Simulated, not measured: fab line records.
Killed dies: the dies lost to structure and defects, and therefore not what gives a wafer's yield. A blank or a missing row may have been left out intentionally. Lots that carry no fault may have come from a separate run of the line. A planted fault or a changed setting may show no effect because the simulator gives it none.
Which of the tools did it? -- flow nand-harc -- 14 lots with 42 wafers sampled at 5 steps, on a route of 1159 steps

## WHAT EACH GAUGE READ, for each wafer
NHARC_END_SORT_01. Usual: killed-at-array 26, standard deviation 11; killed-at-other 0.4, standard deviation 0.78; killed-at-periphery 3.4, standard deviation 2.4; killed-dies 29, standard deviation 11; killed-open 3.1, standard deviation 1.9; killed-short 1.9, standard deviation 1.4.
lot,measured,on,killed-at-array,killed-at-other,killed-at-periphery,killed-dies,killed-open,killed-short,flag
L469,day 23 10:12,prober-01,37 16 676,0 1 0,0 7 1,37 24 677,4 3 3,2 1 3,OFF
L466,day 24 00:25,prober-02,676 675 45,0 0 1,1 2 11,677 677 57,6 2 3,0 1 2,OFF

## WHAT TOOL EACH LOT RAN ON (gives the tool, then ch and the chambers of the sampled wafers, and finally the start)
lot,NHARC_A_CONTACT_DEP_28,NHARC_A_BLC_ALD_23,NHARC_A_M0_DEP_32,NHARC_THIN_TSV_DEP_43
L459,"acl-dep-01 ch 0, day 16 02:52","ald-metal-03 ch 1,2, day 17 11:45","pecvd-04 ch 1,2, day 17 22:25","pecvd-03 ch 0,2, day 21 13:24"
L458,"acl-dep-02 ch 0, day 16 03:33","ald-metal-02 ch 0,1,3, day 17 12:45","pecvd-04 ch 0,1,2, day 17 23:02","pecvd-03 ch 1,2, day 21 14:36"
L461,"acl-dep-02 ch 0, day 16 08:35","ald-metal-03 ch 2,3, day 17 14:39","pecvd-01 ch 0,1, day 17 23:28","pecvd-01 ch 0,2, day 21 17:02"
L460,"acl-dep-01 ch 0, day 16 09:00","ald-metal-04 ch 0,2,3, day 17 13:20","pecvd-02 ch 0,1,2, day 17 23:24","pecvd-02 ch 0,2, day 21 15:50"
L465,"acl-dep-02 ch 0, day 18 01:47","ald-metal-03 ch 0,1,3, day 19 07:16","pecvd-04 ch 0,2, day 19 12:13","pecvd-03 ch 0,1,2, day 21 20:34"
L469,"acl-dep-02 ch 0, day 18 17:07","ald-metal-04 ch 1,3, day 19 19:24","pecvd-04 ch 0, day 20 00:12","pecvd-01 ch 0,2, day 21 23:06"
L466,"acl-dep-02 ch 0, day 18 23:13","ald-metal-03 ch 2, day 20 03:10","pecvd-04 ch 1, day 20 12:16","pecvd-02 ch 1, day 22 01:38"
L468,"acl-dep-03 ch 0, day 18 23:14","ald-metal-04 ch 0,1,3, day 20 02:34","pecvd-02 ch 0,1, day 20 11:46","pecvd-03 ch 0,1, day 22 00:16"
L470,"acl-dep-03 ch 0, day 19 16:55","ald-metal-03 ch 0,1,3, day 20 23:41","pecvd-02 ch 1,2, day 21 17:23","pecvd-03 ch 1,2, day 22 18:44"
L476,"acl-dep-03 ch 0, day 20 06:04","ald-metal-04 ch 1,2, day 21 18:56","pecvd-01 ch 0,1,2, day 22 07:59","pecvd-03 ch 0,1, day 23 06:37"
L478,"acl-dep-01 ch 0, day 20 19:21","ald-metal-04 ch 0,3, day 21 23:43","pecvd-02 ch 0,1,2, day 22 08:26","pecvd-03 ch 0,1,2, day 23 07:47"
L480,"acl-dep-01 ch 0, day 21 14:16","ald-metal-04 ch 0,2, day 22 18:44","pecvd-04 ch 0,2, day 22 23:50","pecvd-01 ch 0,2, day 23 21:29"
L479,"acl-dep-02 ch 0, day 21 16:04","ald-metal-03 ch 0,2,3, day 22 20:02","pecvd-01 ch 0,1,2, day 23 06:05","pecvd-03 ch 0,2, day 24 06:04"
L481,"acl-dep-03 ch 0, day 22 02:53","ald-metal-04 ch 0,2,3, day 23 11:36","pecvd-04 ch 1,2, day 23 16:30","pecvd-03 ch 1,2, day 24 13:24"
- NHARC_A_CONTACT_DEP_28: deposits aC, target thk 3600 nm.
- NHARC_A_BLC_ALD_23: deposits TiN, target thk 3 nm, pulse time 1 s, ald cycles 150.
- NHARC_A_M0_DEP_32: deposits SiCN, target thk 30 nm.
- NHARC_THIN_TSV_DEP_43: deposits SiO2, target thk 1328.5 nm.

## AS READ BY THE TOOLS THEMSELVES (means over the sampled wafers that have a number; for cases with no such wafer, the mark the record gives instead)
NHARC_A_CONTACT_DEP_28. Usual: 35.000 % for throttle-valve-pct, sd 0.0084.
lot,tool,throttle-valve-pct (%),flag
L459,acl-dep-01,35.006,
L458,acl-dep-02,35.000,
L461,acl-dep-02,34.996,
L460,acl-dep-01,35.000,
L465,acl-dep-02,34.995,
L469,acl-dep-02,35.002,
L466,acl-dep-02,34.999,
L468,acl-dep-03,34.994,
L470,acl-dep-03,34.995,
L476,acl-dep-03,35.005,
L478,acl-dep-01,34.998,
L480,acl-dep-01,34.998,
L479,acl-dep-02,35.004,
L481,acl-dep-03,35.005,

NHARC_A_BLC_ALD_23. Usual: heater-power-w 1043 W, standard deviation 81; precursor-pulse-height-rel 1.002, standard deviation 0.019.
lot,tool,heater-power-w (W),precursor-pulse-height-rel,flag
L459,ald-metal-03,1005,1.023,
L458,ald-metal-02,1068,1.002,
L461,ald-metal-03,964,1.018,
L460,ald-metal-04,1098,1.004,
L465,ald-metal-03,1017,1.009,
L469,ald-metal-04,978,1.018,
L466,ald-metal-03,988,1.000,
L468,ald-metal-04,1051,0.992,
L470,ald-metal-03,1044,0.987,
L476,ald-metal-04,1016,1.001,
L478,ald-metal-04,1094,0.995,
L480,ald-metal-04,1147,1.014,
L479,ald-metal-03,967,0.995,
L481,ald-metal-04,1103,0.996,

NHARC_A_M0_DEP_32. Usual: 561 W for heater-power-w, sd 120.
lot,tool,heater-power-w (W),flag
L459,pecvd-04,633,
L458,pecvd-04,555,
L461,pecvd-01,499,
L460,pecvd-02,575,
L465,pecvd-04,436,
L469,pecvd-04,450,
L466,pecvd-04,745,
L468,pecvd-02,625,
L470,pecvd-02,565,
L476,pecvd-01,590,
L478,pecvd-02,556,
L480,pecvd-04,477,
L479,pecvd-01,585,
L481,pecvd-04,565,

NHARC_THIN_TSV_DEP_43. Usual: 16.2 % for throttle-valve-pct, sd 0.49.
lot,tool,throttle-valve-pct (%),flag
L459,pecvd-03,16.3,
L458,pecvd-03,16.2,
L461,pecvd-01,16.1,
L460,pecvd-02,16.2,
L465,pecvd-03,16.3,
L469,pecvd-01,16.0,
L466,pecvd-02,16.8,
L468,pecvd-03,16.5,
L470,pecvd-03,15.9,
L476,pecvd-03,16.7,
L478,pecvd-03,16.3,
L480,pecvd-01,16.2,
L479,pecvd-03,16.6,
L481,pecvd-03,15.9,

## THE ANSWER, worked out from the rows above alone
Rule: lot off if the mean of its wafers having a number is beyond 3 standard deviations from the usual mean. Also off: a lot with no number at a reading for which 4 or more lots have one. Where the step has rows for the other lots, those lots are counted as sound. After the gauges, taken in route order, come the tools' own readings; for these a lot's mean is taken, as printed above. At the first step where some lot is off, the reading lying furthest off is the one used; lots without a number count as furthest.
Off: L469, L466, at NHARC_END_SORT_01 (killed-dies). Neither off nor sound, because the step has no rows for them: L459, L458, L461, L460, L465, L468, L470, L476, L478, L480, L479, L481.
A tool fits if, at a process step before that reading, it ran every lot that is off, and no sound lot after the first of them. Gauges at NHARC_END_SORT_01: tried the same way as those tools. 2 tools fit, acl-dep-02 at NHARC_A_CONTACT_DEP_28 and pecvd-04 at NHARC_A_M0_DEP_32, so this cannot tell which one it is.

## WHAT THE SIMULATOR PUT IN
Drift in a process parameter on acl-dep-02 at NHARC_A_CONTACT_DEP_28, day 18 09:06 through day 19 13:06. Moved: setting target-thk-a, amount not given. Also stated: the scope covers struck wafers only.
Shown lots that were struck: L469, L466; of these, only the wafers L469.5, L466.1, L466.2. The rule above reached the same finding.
